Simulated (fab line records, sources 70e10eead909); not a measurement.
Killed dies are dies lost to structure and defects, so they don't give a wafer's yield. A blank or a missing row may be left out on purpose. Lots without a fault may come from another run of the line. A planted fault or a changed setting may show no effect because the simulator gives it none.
fab line records | flow nand_harc
record lots=11 wafers=33 last_day=33
route steps=1302 shown A_ONON_D1@447 A_CHANNEL_HOLE_D1@451 END@1302
lots that met no fault: from a run of the same line without faults
start_h: hours from the record's first day to the start of the lot's first wafer shown | wait_h: hours since the lot's step before | " the same as in the row above | L1.1+2: a row that stands for several wafers | - no value, or no start given | * or withheld: withheld | < > ~ a bound
route shown NAME@n: a module of which the file shows steps, and the number in the route of the first | usual: mean/standard deviation of fault-free wafers | same: alike in all rows | chamber/n: place in a boat | sites: the reading at each site | _std_site: their standard deviation | _edge_site: outer sites' mean less inner sites' | radius_mm: how far each site lies from the wafer's centre | mask NAME#n: copy n | behind: the tool/chamber that last shaped the wafer | hold: why the lot was held/for how many hours/how that ended | device: the transistor (n, p or np) that didn't switch | end of line: the same wafers' tests at the end of the route | a step without rows: its recipe alone | killed: dies lost to structure and defects at the first sort, not the wafer's yield | map: a wafer's dies, x killed, . not, _ none there
set.NAME: the setting as run; set.NAME@STEP: as run at that earlier step | model.NAME: the simulator's own value behind a step, which no gauge read
steps of the route over a sample of lots; a table a step, a row a wafer
services: from which hour (start_h, from the record's first day; less than 0 if before it) a tool's chamber was out of use, for how many hours, and why
## steps
# step NHARC_A_ONON_D1_THK_MEAS_34
# recipe thk_meas_gauge=ellipsometry
# usual thk_nm=200.3/2.9
# columns lot.wafer tool chamber start_h wait_h thk_nm
L550.1 film_metro-02 - 222.08 - 200.3
L550.2 " - " " 195.3
L550.5 " - " " 196.1
L553.1 film_metro-02 - 252.98 - 200.3
L553.3 " - " " 200.7
L553.5 " - " " 199.6
L556.3 film_metro-01 - 268.17 - 196.6
L556.5 " - " " 203.3
L556.6 " - " " 201.5
L558.1 film_metro-02 - 294.01 - 202.2
L558.3 " - " " 199.9
L558.6 " - " " 205.6
L559.2 film_metro-01 - 294.03 - 198.2
L559.3 " - " " 197.8
L559.5 " - " " 202.3
L557.2 film_metro-02 - 294.10 0.4 198.0
L557.3 " - " " 200.9
L557.5 " - " " 201.7
L565.1 film_metro-01 - 375.30 - 198.3
L565.5 " - " " 197.7
L565.6 " - " " 206.1
L567.3 film_metro-01 - 383.10 - 197.7
L567.4 " - " " 199.5
L567.5 " - " " 198.5
L566.2 film_metro-01 - 383.12 - 199.1
L566.3 " - " " 201.5
L566.5 " - " " 201.5
L569.2 film_metro-02 - 398.83 - 198.0
L569.4 " - " " 200.6
L569.6 " - " " 198.8
L568.1 film_metro-01 - 398.84 - 199.6
L568.3 " - " " 196.3
L568.5 " - " " 200.5
# step NHARC_A_CHANNEL_HOLE_D1_DEP_01
# recipe target_thk_a=1400 target_thk_nm=140 temp_c=400 pressure_torr=3.5 flow_sccm=200 rf_w=350 material=SiON
# usual heater_power_w=766/90
# columns lot.wafer tool chamber start_h wait_h heater_power_w since_wet_clean_h
L550.2 pecvd-01 1 224.44 1.3 728 81
L550.1 " 0 " " 632 82
L550.5 " 1 " " 738 -
L553.1 pecvd-02 2 258.31 1.6 894 9
L553.3 " 1 " " 777 9
L553.5 " 1 " " 817 -
L556.3 pecvd-01 1 271.38 1.0 712 128
L556.6 " 2 " " 728 -
L556.5 " 0 " " 696 -
L558.1 pecvd-01 0 296.32 1.8 688 153
L558.3 " 2 " " 749 -
L558.6 " 0 " " 714 -
L559.2 pecvd-02 1 296.42 1.6 790 47
L559.3 " 0 " " 614 -
L559.5 " 0 " " 623 -
L557.2 pecvd-01 0 297.65 1.3 622 155
L557.3 " 2 " " 780 -
L557.5 " 0 " " 626 -
L565.1 pecvd-01 1 378.43 1.8 740 54
L565.6 " 1 " " 750 -
L565.5 " 2 " " 694 -
L567.3 pecvd-03 1 385.21 1.0 798 6
L567.5 " 2 " " 702 -
L567.4 " 0 " " 757 -
L566.3 pecvd-01 0 386.16 1.0 589 62
L566.2 " 2 " " 756 62
L566.5 " 0 " " 620 -
L569.2 pecvd-01 1 400.89 1.3 809 77
L569.4 " 0 " " 740 -
L569.6 " 1 " " 654 -
L568.3 pecvd-02 2 401.54 1.0 950 153
L568.1 " 0 " " 754 153
L568.5 " 0 " " 786 -
# step NHARC_A_CHANNEL_HOLE_D1_CD_MEAS_10
# recipe target_cd_nm=100 landing_energy_ev=500
# usual cd_nm=99.8/0.56
# columns lot.wafer tool chamber start_h wait_h cd_nm
L550.1 cd_sem-02 0 225.16 - 100.2
L550.2 " 0 " " 100.3
L550.5 " 0 " " 99.9
L553.1 cd_sem-03 0 259.03 - 99.5
L553.3 " 0 " " 99.8
L553.5 " 0 " " 99.5
L556.3 cd_sem-03 0 271.99 - 99.5
L556.5 " 0 " " 99.4
L556.6 " 0 " " 99.1
L558.1 cd_sem-02 0 297.09 - 100.1
L558.3 " 0 " " 99.9
L558.6 " 0 " " 99.6
L559.2 cd_sem-03 0 297.24 - 100.4
L559.3 " 0 " " 99.9
L559.5 " 0 " " 100.9
L557.2 cd_sem-01 0 298.46 - 100.3
L557.3 " 0 " " 100.1
L557.5 " 0 " " 100.7
L565.1 cd_sem-01 0 379.12 - 99.7
L565.5 " 0 " " 99.5
L565.6 " 0 " " 100.2
L567.3 cd_sem-01 0 385.75 - 99.4
L567.4 " 0 " " 99.3
L567.5 " 0 " " 98.9
L566.2 cd_sem-01 0 386.88 - 100.5
L566.3 " 0 " " 100.2
L566.5 " 0 " " 100.4
L569.2 cd_sem-01 0 401.46 - 99.5
L569.4 " 0 " " 99.4
L569.6 " 0 " " 99.0
L568.1 cd_sem-03 0 402.27 - 99.7
L568.3 " 0 " " 100.6
L568.5 " 0 " " 99.6
# step NHARC_A_CHANNEL_HOLE_D1_INSPECT_12
# usual raw_defect_count=6.2/2.9
# columns lot.wafer tool chamber start_h wait_h raw_defect_count
L550.1 defect_inspect-01 - 225.29 0.0 8
L550.2 " - " " 5
L550.5 " - " " 9
L553.1 defect_inspect-02 - 259.15 0.0 6
L553.3 " - " " 4
L553.5 " - " " 9
L556.3 defect_inspect-01 - 272.11 0.0 6
L556.5 " - " " 3
L556.6 " - " " 4
L558.1 defect_inspect-02 - 297.21 0.0 399
L558.3 " - " " 435
L558.6 " - " " 490
L559.2 defect_inspect-01 - 297.37 0.0 10
L559.3 " - " " 3
L559.5 " - " " 4
L557.2 defect_inspect-02 - 298.58 0.0 429
L557.3 " - " " 462
L557.5 " - " " 467
L565.1 defect_inspect-02 - 379.25 0.0 6
L565.5 " - " " 8
L565.6 " - " " 8
L567.3 defect_inspect-02 - 385.87 0.0 9
L567.4 " - " " 2
L567.5 " - " " 7
L566.2 defect_inspect-02 - 387.00 0.0 6
L566.3 " - " " 10
L566.5 " - " " 6
L569.2 defect_inspect-01 - 401.58 0.0 3
L569.4 " - " " 4
L569.6 " - " " 7
L568.1 defect_inspect-01 - 402.39 0.0 3
L568.3 " - " " 7
L568.5 " - " " 4
# step NHARC_A_CHANNEL_HOLE_D1_ETCH_20
# recipe bias_v=3000 source_w=withheld pressure_mtorr=20 time_s=361.9 ar_flow_sccm=375 c4f8_flow_sccm=89.3 o2_flow_sccm=35.7 temp_c=-20 target_depth_a=16000 chemistry=C4F8/O2/Ar
# usual drypump_motor_current_A=5.83/0.18 o2_flow_sccm=35.70/0.1 showerhead_plenum_p_Torr=3.59/0.15 temp_c=-20.01/0.11 throttle_valve_pct=32.155/0.0089
# same time_s=361.9
# columns lot.wafer tool chamber start_h wait_h drypump_motor_current_A o2_flow_sccm rf_hours_counter_h showerhead_plenum_p_Torr temp_c throttle_valve_pct
L550.1 har_etch-01 0 226.73 0.1 6.06 35.89 106 3.52 -20.18 32.164
L550.2 " 1 " " 5.65 35.61 106 3.59 -20.29 32.162
L550.5 " 1 " " 5.62 35.67 - 3.59 -20.12 32.163
L553.1 har_etch-02 1 260.55 0.1 6.01 35.80 327 3.40 -20.15 32.144
L553.3 " 1 " " 6.00 35.70 - 3.40 -20.21 32.143
L553.5 " 0 " " 5.69 35.66 - 3.58 -19.85 32.156
L556.3 har_etch-01 0 275.61 0.2 6.07 35.66 - 3.50 -20.02 32.158
L556.6 " 0 " " 6.06 35.62 - 3.50 -20.14 32.138
L556.5 " 1 " " 5.63 35.70 - 3.57 -19.84 32.156
L559.2 har_etch-02 1 298.87 0.1 5.97 35.72 346 3.39 -19.87 32.157
L559.3 " 1 " " 5.97 35.79 - 3.39 -20.08 32.169
L559.5 " 0 " " 5.70 35.76 - 3.57 -20.15 32.164
L557.2 har_etch-01 0 300.61 0.1 6.03 35.89 156 3.49 -20.01 32.145
L557.3 " 1 " " 5.64 35.87 - 3.56 -19.84 32.169
L557.5 " 0 " " 6.06 35.78 - 3.49 -19.98 32.152
L558.1 har_etch-02 0 303.45 0.2 5.71 35.69 372 3.57 -19.92 32.164
L558.3 " 0 " " 5.71 35.70 - 3.57 -20.00 32.142
L558.6 " 0 " " 5.71 35.64 - 3.57 -20.05 32.158
L565.1 har_etch-01 1 380.61 0.1 5.62 35.66 202 3.54 -19.77 32.159
L565.5 " 1 " " 5.63 35.76 - 3.54 -19.88 32.147
L565.6 " 0 " " 6.04 35.71 - 3.47 -20.12 32.169
L567.3 har_etch-01 1 393.15 0.2 5.63 35.71 - 3.53 -20.01 32.149
L567.4 " 0 " " 6.05 35.65 - 3.46 -19.85 32.138
L567.5 " 0 " " 6.05 35.70 - 3.46 -19.87 32.161
L566.2 har_etch-02 1 394.16 0.1 5.98 35.75 0 3.91 -20.03 32.150
L566.3 " 0 " " 5.72 35.52 - 3.93 -19.91 32.156
L566.5 " 1 " " 6.00 35.63 - 3.91 -20.12 32.150
L569.2 har_etch-02 0 402.99 0.1 5.70 35.67 8 3.93 -20.04 32.149
L569.4 " 0 " " 5.72 35.68 - 3.93 -20.04 32.156
L569.6 " 0 " " 5.70 35.53 - 3.93 -19.97 32.161
L568.1 har_etch-01 1 404.88 0.1 5.64 35.68 225 3.53 -20.06 32.157
L568.3 " 1 " " 5.64 35.53 - 3.53 -20.04 32.166
L568.5 " 1 " " 5.65 35.67 - 3.53 -19.96 32.139
# step NHARC_A_CHANNEL_HOLE_D1_INSPECT_40
# usual raw_defect_count=72/26
# columns lot.wafer tool chamber start_h wait_h raw_defect_count
L550.1 defect_inspect-01 - 232.34 - 39
L550.2 " - " " 52
L550.5 " - " " 37
L553.1 defect_inspect-02 - 266.11 - 73
L553.3 " - " " 90
L553.5 " - " " 99
L556.3 defect_inspect-02 - 281.12 - 52
L556.5 " - " " 38
L556.6 " - " " 52
L559.2 defect_inspect-02 - 304.41 - 95
L559.3 " - " " 95
L559.5 " - " " 89
L557.2 defect_inspect-02 - 306.29 - 469
L557.3 " - " " 513
L557.5 " - " " 539
L558.1 defect_inspect-01 - 313.20 - 471
L558.3 " - " " 532
L558.6 " - " " 590
L565.1 defect_inspect-02 - 386.18 - 78
L565.5 " - " " 76
L565.6 " - " " 58
L567.3 defect_inspect-02 - 398.65 - 62
L567.4 " - " " 83
L567.5 " - " " 85
L566.2 defect_inspect-02 - 399.77 - 33
L566.3 " - " " 31
L566.5 " - " " 54
L569.2 defect_inspect-01 - 408.53 - 33
L569.4 " - " " 37
L569.6 " - " " 36
L568.1 defect_inspect-01 - 410.47 - 63
L568.3 " - " " 59
L568.5 " - " " 68
# step NHARC_END_SORT_01
# recipe temp_c=25
# usual killed_at_array=59/20 killed_at_other=0.8/1 killed_at_periphery=3.2/2.1 killed_dies=63/21 killed_open=3.0/1.9 killed_short=2.3/1.5
# same gross_dies=677
# columns lot.wafer tool chamber start_h wait_h killed_at_array killed_at_other killed_at_periphery killed_dies killed_open killed_short
L553.1 prober-02 0 645.30 2.5 56 0 9 65 6 1
L553.3 prober-02 0 646.93 3.1 57 0 7 64 4 4
L553.5 prober-02 0 648.55 3.8 56 0 4 60 2 1
L556.3 prober-01 0 654.28 3.1 34 3 6 43 1 3
L556.5 prober-01 0 655.85 3.7 42 2 4 48 7 4
L556.6 prober-01 0 656.64 3.9 37 1 2 40 1 4
L558.1 prober-01 0 678.09 2.5 156 1 1 158 1 1
L558.3 prober-01 0 679.69 3.1 143 0 0 143 1 1
L558.6 prober-01 0 682.08 4.0 150 0 3 153 5 2
L557.2 prober-01 0 686.67 2.8 131 0 4 135 5 2
L557.3 prober-01 0 687.46 3.1 112 0 3 115 2 1
L557.5 prober-01 0 689.05 3.7 112 2 7 121 2 1
# killed by level:class
L553.1 A_CHANNEL_HOLE_D1:chamber_film_flake=22 A_CHANNEL_HOLE_D2:chamber_film_flake=13 A_STAIRCASE:chamber_film_flake=8 P_GATE:chamber_film_flake=5 A_CONTACT:chamber_film_flake=4 A_CHANNEL_FILL_D1:chamber_film_flake=2 A_DECK1_JOINT:chamber_film_flake=2 P_GATE:geometric_particle:open=1
L553.3 A_CHANNEL_HOLE_D1:chamber_film_flake=23 A_CHANNEL_HOLE_D2:chamber_film_flake=17 A_STAIRCASE:chamber_film_flake=5 P_GATE:chamber_film_flake=4 A_CONTACT:chamber_film_flake=4 A_ONON_D2:geometric_particle:short=3 P_CONTACT:geometric_particle:open=2 P_CONTACT:geometric_particle:short=1
L553.5 A_CHANNEL_HOLE_D1:chamber_film_flake=24 A_CHANNEL_HOLE_D2:chamber_film_flake=15 A_STAIRCASE:chamber_film_flake=5 A_CONTACT:chamber_film_flake=5 P_GATE:chamber_film_flake=4 A_CHANNEL_FILL_D1:chamber_film_flake=2 A_SLIT:chamber_film_flake=2 A_CHANNEL_FILL_D2:geometric_particle:short=1
L556.3 A_CHANNEL_HOLE_D2:chamber_film_flake=19 P_BONDPAD:chamber_film_flake=3 A_CHANNEL_HOLE_D1:chamber_film_flake=3 A_CHANNEL_FILL_D2:chamber_film_flake=3 THIN_TSV:chamber_film_flake=3 P_ZERO_WELL:chamber_film_flake=2 A_STAIRCASE:chamber_film_flake=2 A_CONTACT:chamber_film_flake=2
L556.5 A_CHANNEL_HOLE_D2:chamber_film_flake=15 A_STAIRCASE:chamber_film_flake=5 A_CONTACT:chamber_film_flake=5 A_CHANNEL_HOLE_D1:chamber_film_flake=3 A_WL_FILL:geometric_particle:open=2 A_SLIT:chamber_film_flake=2 A_BONDPAD:chamber_film_flake=2 THIN_TSV:chamber_film_flake=2
L556.6 A_CHANNEL_HOLE_D2:chamber_film_flake=12 A_CONTACT:chamber_film_flake=7 A_CHANNEL_HOLE_D1:chamber_film_flake=6 A_WL_FILL:chamber_film_flake=3 A_SOURCE_PLATE:geometric_particle:short=2 P_BONDPAD:chamber_film_flake=2 A_CHANNEL_FILL_D2:chamber_film_flake=2 A_BONDPAD:chamber_film_flake=2
L558.1 A_CHANNEL_HOLE_D1:unspecified=73 A_CHANNEL_HOLE_D1:chamber_film_flake=28 A_SLIT:chamber_film_flake=19 A_STAIRCASE:chamber_film_flake=12 A_CHANNEL_HOLE_D2:chamber_film_flake=7 A_CONTACT:chamber_film_flake=7 A_SGD_CUT:chamber_film_flake=4 A_M1:chamber_film_flake=3
L558.3 A_CHANNEL_HOLE_D1:unspecified=69 A_CHANNEL_HOLE_D1:chamber_film_flake=29 A_SLIT:chamber_film_flake=14 A_CHANNEL_HOLE_D2:chamber_film_flake=10 A_STAIRCASE:chamber_film_flake=6 A_CONTACT:chamber_film_flake=4 A_SGD_CUT:chamber_film_flake=3 A_M1:chamber_film_flake=3
L558.6 A_CHANNEL_HOLE_D1:unspecified=73 A_CHANNEL_HOLE_D1:chamber_film_flake=30 A_SLIT:chamber_film_flake=18 A_STAIRCASE:chamber_film_flake=6 A_CHANNEL_HOLE_D2:chamber_film_flake=5 A_CONTACT:chamber_film_flake=4 A_DECK1_JOINT:geometric_particle:open=3 A_CHANNEL_FILL_D2:chamber_film_flake=3
L557.2 A_CHANNEL_HOLE_D1:unspecified=70 A_SLIT:chamber_film_flake=27 A_CONTACT:chamber_film_flake=11 A_STAIRCASE:chamber_film_flake=5 A_CHANNEL_FILL_D2:chamber_film_flake=3 A_SGD_CUT:chamber_film_flake=3 A_CHANNEL_HOLE_D1:chamber_film_flake=2 A_WL_FILL:chamber_film_flake=2
L557.3 A_CHANNEL_HOLE_D1:unspecified=72 A_SLIT:chamber_film_flake=15 A_CHANNEL_HOLE_D1:chamber_film_flake=10 A_CONTACT:chamber_film_flake=5 A_STAIRCASE:chamber_film_flake=4 P_CONTACT:chamber_film_flake=2 A_BLC:chamber_film_flake=2 A_ONON_D1:geometric_particle:short=1
L557.5 A_CHANNEL_HOLE_D1:unspecified=75 A_SLIT:chamber_film_flake=19 A_CONTACT:chamber_film_flake=5 A_SGD_CUT:chamber_film_flake=4 A_CHANNEL_HOLE_D1:chamber_film_flake=3 P_ZERO_WELL:chamber_film_flake=2 P_CONTACT:chamber_film_flake=2 A_CHANNEL_HOLE_D2:chamber_film_flake=2
## services
# columns tool chamber start_h hours kind
har_etch-02 1 228.14 - consumable_replace:focus_ring
har_etch-02 1 228.14 17.0 scheduled_down
har_etch-02 1 228.14 17.0 vent_cycle
pecvd-02 - 235.97 13.0 pm
pecvd-03 - 242.89 1.2 repair
pecvd-01 - 263.46 1.2 repair
pecvd-02 2 286.40 31.1 repair
pecvd-01 1 295.57 4.7 repair
har_etch-02 1 302.87 - consumable_replace:showerhead
har_etch-02 1 302.87 17.0 scheduled_down
har_etch-02 1 302.87 17.0 vent_cycle
pecvd-01 - 311.00 13.0 pm
pecvd-01 0 311.00 13.0 vent_cycle
pecvd-01 1 311.00 13.0 vent_cycle
pecvd-01 2 311.00 13.0 vent_cycle
pecvd-01 0 324.00 - clean
pecvd-01 1 324.00 - clean
pecvd-01 2 324.00 - clean
pecvd-03 - 366.14 13.0 pm
har_etch-02 - 377.00 17.0 pm
har_etch-02 0 377.00 17.0 vent_cycle
har_etch-02 1 377.00 17.0 vent_cycle
har_etch-02 0 394.00 - clean
har_etch-02 0 394.00 - consumable_replace:focus_ring
## key
first_sign step=NHARC_A_CHANNEL_HOLE_D1_INSPECT_12 reading=raw_defect_count direction=up sigmas=99+ usual=6.2 struck=447
effect step=NHARC_A_CHANNEL_HOLE_D1_INSPECT_40 reading=raw_defect_count direction=up sigmas=17 usual=72 struck=519
effect step=NHARC_END_SORT_01 reading=killed_at_array direction=up sigmas=3.7 usual=59 struck=134
more_kills_born_at NHARC_A_CHANNEL_HOLE_D1_DEP_01@pecvd-01=432
met_at NHARC_A_CHANNEL_HOLE_D1_DEP_01
struck_lots L557,L558
tester_left_out L557,L558
not_acting_at NHARC_A_ONON_D1_THK_MEAS_34,NHARC_A_CHANNEL_HOLE_D1_CD_MEAS_10,NHARC_A_CHANNEL_HOLE_D1_ETCH_20
onset_between 271.38 296.32
fault kind=chamber_particle_source tool=pecvd-01 chamber=- onset_h=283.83 steps=NHARC_A_CHANNEL_HOLE_D1_DEP_01 rate_per_visit_cm2=0.68428 end_h=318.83
# tester_left_out: of these lots the tester's yield and bins aren't shown, on N5 and GAA mostly nor the transistor test; their killed dies are dies lost to structure and defects alone, not to doping, threshold or leakage, so they don't give the yield
